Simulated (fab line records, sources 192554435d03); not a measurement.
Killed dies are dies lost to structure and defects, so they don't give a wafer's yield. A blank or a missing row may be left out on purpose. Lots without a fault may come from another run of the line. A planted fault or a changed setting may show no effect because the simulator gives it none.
fab line records | flow n5_finfet | part 2 of 2: steps 22 to 29 of 29
record lots=5 wafers=15 last_day=18
route steps=1938 shown MOL_CONTACT_COAG@557
lots that met no fault: from a run of the same line without faults
start_h: hours from the record's first day to the start of the lot's first wafer shown | wait_h: hours since the lot's step before | " the same as in the row above | L1.1+2: a row that stands for several wafers | - no value, or no start given | * or withheld: withheld | < > ~ a bound
route shown NAME@n: a module of which the file shows steps, and the number in the route of the first | usual: mean/standard deviation of fault-free wafers | same: alike in all rows | chamber/n: place in a boat | sites: the reading at each site | _std_site: their standard deviation | _edge_site: outer sites' mean less inner sites' | radius_mm: how far each site lies from the wafer's centre | mask NAME#n: copy n | behind: the tool/chamber that last shaped the wafer | hold: why the lot was held/for how many hours/how that ended | device: the transistor (n, p or np) that didn't switch | end of line: the same wafers' tests at the end of the route | a step without rows: its recipe alone | killed: dies lost to structure and defects at the first sort, not the wafer's yield | map: a wafer's dies, x killed, . not, _ none there
set.NAME: the setting as run; set.NAME@STEP: as run at that earlier step | model.NAME: the simulator's own value behind a step, which no gauge read
lots at some steps of the route; a table a step, a row a wafer
services: from which hour (start_h, from the record's first day; less than 0 if before it) a tool's chamber was out of use, for how many hours, and why
## steps
# step N5_MOL_CONTACT_COAG_ETCH_90
# recipe chemistry=CF4 target=SiARC target_depth_a=130 mask_material=CAR-EUV time_s=21.7 ion_energy_ev=80 pressure_mtorr=40 source_w=545 bias_w=36 Ar_flow_sccm=100 cf4_flow_sccm=100 ends=cleared
# usual drypump_motor_current_A=5.7/0.41 etch_rf_on_time_s=21.4/0.53 oes_product_au=0.71/0.081 rf_vpp_V=184.1/1.5 showerhead_plenum_p_Torr=2.15/0.098 throttle_valve_pct=15.59/0.22
# columns lot.wafer tool chamber start_h wait_h drypump_motor_current_A etch_rf_on_time_s oes_product_au rf_hours_counter_h rf_vpp_V showerhead_plenum_p_Torr throttle_valve_pct
L076.1 rie_diel-01 2 111.73 0.0 5.1 21.6 0.58 252 184.2 2.10 15.73
L076.4 " 3 " " 6.4 20.6 0.84 - 184.8 2.30 15.75
L076.6 " 2 " " 5.1 21.8 0.59 - 183.7 2.10 15.74
L081.1 rie_diel-01 3 137.68 0.0 6.5 21.1 0.79 16 184.4 2.30 15.79
L081.3 " 1 " " 5.8 20.9 0.79 43 182.9 2.10 15.38
L081.5 " 1 " " 5.8 20.7 0.79 - 183.2 2.10 15.38
L086.1 rie_diel-05 2 172.71 0.0 5.7 21.8 0.73 51 185.8 2.26 15.45
L086.3 " 0 " " 5.6 21.4 0.68 115 182.8 1.98 15.86
L086.6 " 1 " " 5.5 21.8 0.80 - 183.3 2.12 15.45
L087.1 rie_diel-01 1 178.08 0.0 5.8 21.0 0.76 58 183.0 2.10 15.43
L087.2 " 0 " " 5.6 22.5 0.74 22 184.0 2.10 15.48
L087.6 " 0 " " 5.6 22.2 0.75 - 185.7 2.10 15.48
L094.1 rie_diel-03 0 223.93 0.0 5.6 21.4 0.80 14 185.7 2.28 15.25
L094.2 " 3 " " 6.4 21.2 0.60 204 183.3 2.12 15.52
L094.6 " 1 " " 5.4 20.9 0.74 - 184.9 2.24 15.55
# step N5_MOL_CONTACT_COAG_ALD_131
# recipe material=SiO2 target_thk_a=50 temp_c=100 ald_precursor_family=BDEAS ald_co_reactant=O2-plasma pulse_time_s=1 co_reactant_pulse_time_s=1 purge_time_s=2 co_reactant_purge_time_s=2 ald_cycles=35 pressure_torr=2
# usual chamber_pressure_Torr=1.999/0.004 heater_power_w=77/6.2 precursor_pulse_height_rel=0.999/0.021
# same co_reactant_pulse_time_s=1
# columns lot.wafer tool chamber start_h wait_h chamber_pressure_Torr heater_power_w precursor_pulse_height_rel
L076.1 ald_sin-04 2 111.81 0.1 1.993 77 0.970
L076.4 " 1 " " 1.998 70 1.008
L076.6 " 0 " " 1.994 77 0.983
L081.1 ald_sin-01 2 138.21 0.5 2.000 78 0.989
L081.3 " 3 " " 1.997 78 1.020
L081.5 " 1 " " 2.006 71 0.993
L086.1 ald_sin-03 3 172.79 0.1 1.997 86 1.017
L086.3 " 0 " " 2.008 68 0.982
L086.6 " 1 " " 1.995 81 1.025
L087.1 ald_sin-01 0 178.16 0.1 2.000 69 0.993
L087.2 " 2 " " 1.992 76 1.024
L087.6 " 0 " " 2.000 70 0.992
L094.1 ald_sin-03 1 224.01 0.1 2.005 81 1.007
L094.2 " 0 " " 1.992 66 0.999
L094.6 " 0 " " 1.996 66 1.014
# step N5_MOL_CONTACT_COAG_ETCHBACK_132
# recipe chemistry=CHF3 target=SiO2 target_depth_a=100 time_s=6.7 ion_energy_ev=200 pressure_mtorr=30 source_w=610 bias_w=170 Ar_flow_sccm=200 CHF3_flow_sccm=50
# usual drypump_motor_current_A=5.8/0.39 oes_product_au=0.82/0.095 rf_vpp_V=532/9.4 showerhead_plenum_p_Torr=2.38/0.11 throttle_valve_pct=18.71/0.21
# columns lot.wafer tool chamber start_h wait_h drypump_motor_current_A oes_product_au rf_hours_counter_h rf_vpp_V showerhead_plenum_p_Torr throttle_valve_pct
L076.1 rie_diel-03 0 111.99 0.1 5.6 0.68 242 528 2.25 18.63
L076.4 " 3 " " 6.4 0.74 160 542 2.36 18.46
L076.6 " 0 " " 5.6 0.69 - 527 2.25 18.63
L081.1 rie_diel-03 1 138.40 0.1 5.4 0.90 33 541 2.53 18.72
L081.3 " 3 " " 6.5 0.73 169 542 2.36 18.48
L081.5 " 1 " " 5.4 0.91 - 540 2.53 18.72
L086.1 rie_diel-05 3 173.08 0.2 5.5 0.69 237 533 2.45 19.02
L086.3 " 2 " " 5.6 0.85 51 536 2.50 18.48
L086.6 " 3 " " 5.5 0.69 - 534 2.45 19.03
L087.1 rie_diel-03 1 178.35 0.1 5.5 0.89 52 541 2.52 18.75
L087.2 " 3 " " 6.4 0.72 189 541 2.35 18.52
L087.6 " 1 " " 5.5 0.89 - 541 2.52 18.76
L094.1 rie_diel-05 1 224.19 0.1 5.6 0.88 28 513 2.34 18.66
L094.2 " 2 " " 5.6 0.83 71 536 2.49 18.53
L094.6 " 1 " " 5.6 0.88 - 516 2.35 18.66
# step N5_MOL_CONTACT_COAG_ETCH_91
# recipe chemistry=N2/H2 target=SOC target_depth_a=600 overetch_a=210 mask_material=SiARC temp_c=40 time_s=101.2 ion_energy_ev=200 pressure_mtorr=30 source_w=840 bias_w=150 n2_flow_sccm=200 h2_flow_sccm=200
# usual drypump_motor_current_A=5.8/0.39 h2_flow_sccm=200.0/0.65 oes_product_au=0.69/0.075 rf_vpp_V=524/3.2 showerhead_plenum_p_Torr=2.54/0.11 throttle_valve_pct=17.80/0.23
# columns lot.wafer tool chamber start_h wait_h drypump_motor_current_A h2_flow_sccm oes_product_au rf_hours_counter_h rf_vpp_V showerhead_plenum_p_Torr throttle_valve_pct
L076.1 rie_diel-03 0 112.03 0.0 5.7 200.6 0.59 242 521 2.40 17.83
L076.4 " 3 " " 6.5 198.9 0.61 160 525 2.52 17.45
L076.6 " 0 " " 5.6 200.2 0.59 - 520 2.40 17.82
L081.1 rie_diel-03 1 138.44 0.0 5.5 200.2 0.75 33 528 2.72 17.95
L081.3 " 3 " " 6.5 198.4 0.60 169 524 2.51 17.47
L081.5 " 1 " " 5.5 201.1 0.76 - 527 2.72 17.94
L086.1 rie_diel-05 3 173.11 0.0 5.5 200.6 0.58 237 526 2.62 18.05
L086.3 " 2 " " 5.7 199.3 0.73 51 527 2.67 17.59
L086.6 " 3 " " 5.5 199.6 0.58 - 527 2.62 18.07
L087.1 rie_diel-03 1 178.39 0.0 5.5 199.5 0.72 52 529 2.72 17.96
L087.2 " 3 " " 6.4 200.2 0.59 189 524 2.51 17.50
L087.6 " 1 " " 5.5 199.5 0.72 - 527 2.71 17.97
L094.1 rie_diel-05 1 224.23 0.0 5.6 200.2 0.74 28 521 2.49 17.76
L094.2 " 2 " " 5.6 200.0 0.70 71 528 2.66 17.63
L094.6 " 1 " " 5.6 199.7 0.74 - 522 2.49 17.76
# step N5_MOL_CONTACT_COAG_STRIP_92
# recipe chemistry=N2/H2 temp_c=40 n2_flow_sccm=200 h2_flow_sccm=200 rf_frequency_hz=6e+07
# columns lot.wafer tool chamber start_h wait_h
L076.1+4+6 rie_diel-03 0,3,0 112.10 0.0
L081.1+3+5 rie_diel-03 1,3,1 138.51 0.0
L086.1+3+6 rie_diel-05 3,2,3 173.18 0.0
L087.1+2+6 rie_diel-03 1,3,1 178.46 0.0
L094.1+2+6 rie_diel-05 1,2,1 224.30 0.0
# step N5_MOL_CONTACT_COAG_STRIP_93
# recipe chemistry=N2/H2 temp_c=40 n2_flow_sccm=200 h2_flow_sccm=200 rf_frequency_hz=6e+07
# columns lot.wafer tool chamber start_h wait_h
L076.1+4+6 rie_diel-03 0,3,0 112.11 0.0
L081.1+3+5 rie_diel-03 1,3,1 138.52 0.0
L086.1+3+6 rie_diel-05 3,2,3 173.19 0.0
L087.1+2+6 rie_diel-03 1,3,1 178.47 0.0
L094.1+2+6 rie_diel-05 1,2,1 224.31 0.0
# step N5_MOL_CONTACT_COAG_ETCHBACK_135
# recipe chemistry=CHF3 target=SiO2 target_depth_a=250 time_s=16.7 ion_energy_ev=200 pressure_mtorr=30 source_w=610 bias_w=170 Ar_flow_sccm=200 CHF3_flow_sccm=50
# usual drypump_motor_current_A=5.8/0.39 oes_product_au=0.83/0.095 rf_vpp_V=532/9.3 showerhead_plenum_p_Torr=2.38/0.11 throttle_valve_pct=18.71/0.21
# columns lot.wafer tool chamber start_h wait_h drypump_motor_current_A oes_product_au rf_hours_counter_h rf_vpp_V showerhead_plenum_p_Torr throttle_valve_pct
L076.1 rie_diel-03 0 112.12 0.0 5.6 0.70 242 529 2.25 18.64
L076.4 " 3 " " 6.4 0.74 161 541 2.36 18.47
L076.6 " 0 " " 5.6 0.70 - 530 2.25 18.62
L081.1 rie_diel-03 1 138.53 0.0 5.5 0.91 33 542 2.53 18.72
L081.3 " 3 " " 6.4 0.73 169 542 2.36 18.50
L081.5 " 1 " " 5.5 0.91 - 541 2.53 18.71
L086.1 rie_diel-05 3 173.20 0.0 5.5 0.69 237 534 2.45 19.01
L086.3 " 2 " " 5.6 0.87 51 537 2.50 18.49
L086.6 " 3 " " 5.5 0.69 - 534 2.45 19.01
L087.1 rie_diel-03 1 178.48 0.0 5.4 0.88 52 542 2.52 18.74
L087.2 " 3 " " 6.4 0.72 189 541 2.35 18.53
L087.6 " 1 " " 5.4 0.89 - 541 2.52 18.74
L094.1 rie_diel-05 1 224.32 0.0 5.5 0.87 28 517 2.35 18.68
L094.2 " 2 " " 5.6 0.82 71 535 2.49 18.53
L094.6 " 1 " " 5.5 0.88 - 516 2.35 18.65
# step N5_MOL_CONTACT_COAG_STRIP_118
# recipe chemistry=CHF3 resist=SiARC rf_frequency_hz=6e+07
# columns lot.wafer tool chamber start_h wait_h
L076.1+4+6 rie_diel-03 0,3,0 112.14 0.0
L081.1+3+5 rie_diel-03 1,3,1 138.55 0.0
L086.1+3+6 rie_diel-05 3,2,3 173.22 0.0
L087.1+2+6 rie_diel-03 1,3,1 178.50 0.0
L094.1+2+6 rie_diel-05 1,2,1 224.34 0.0
## services
# columns tool chamber start_h hours kind
wet_bench-01 - 89.02 0.7 repair
euv_scanner-02 - 104.48 1.0 pm
euv_scanner-01 - 115.74 12.0 pm
euv_scanner-01 - 127.74 4.6 pm
cmp-03 - 128.98 12.4 pm
euv_scanner-01 - 138.73 1.0 pm
wet_bench-02 - 155.61 0.8 repair
pecvd-01 0 157.27 29.6 repair
cmp-02 - 158.84 4.6 pm
euv_scanner-02 - 160.63 1.0 pm
cmp-02 - 164.31 1.0 repair
rie_diel-03 2 165.53 5.8 repair
cmp-03 - 168.02 4.0 pm
ald_sin-04 - 177.45 14.0 pm
pecvd-04 1 177.63 6.5 repair
wet_bench-03 - 183.99 1.6 repair
rie_diel-05 0 191.10 10.4 repair
rie_diel-01 2 193.46 18.9 repair
euv_scanner-01 - 194.88 1.0 pm
ald_sin-03 1 198.63 5.4 repair
euv_scanner-01 - 204.83 5.8 pm
rie_diel-03 2 206.92 7.6 repair
cmp-02 - 212.65 4.0 pm
ald_sin-03 3 216.99 2.3 repair
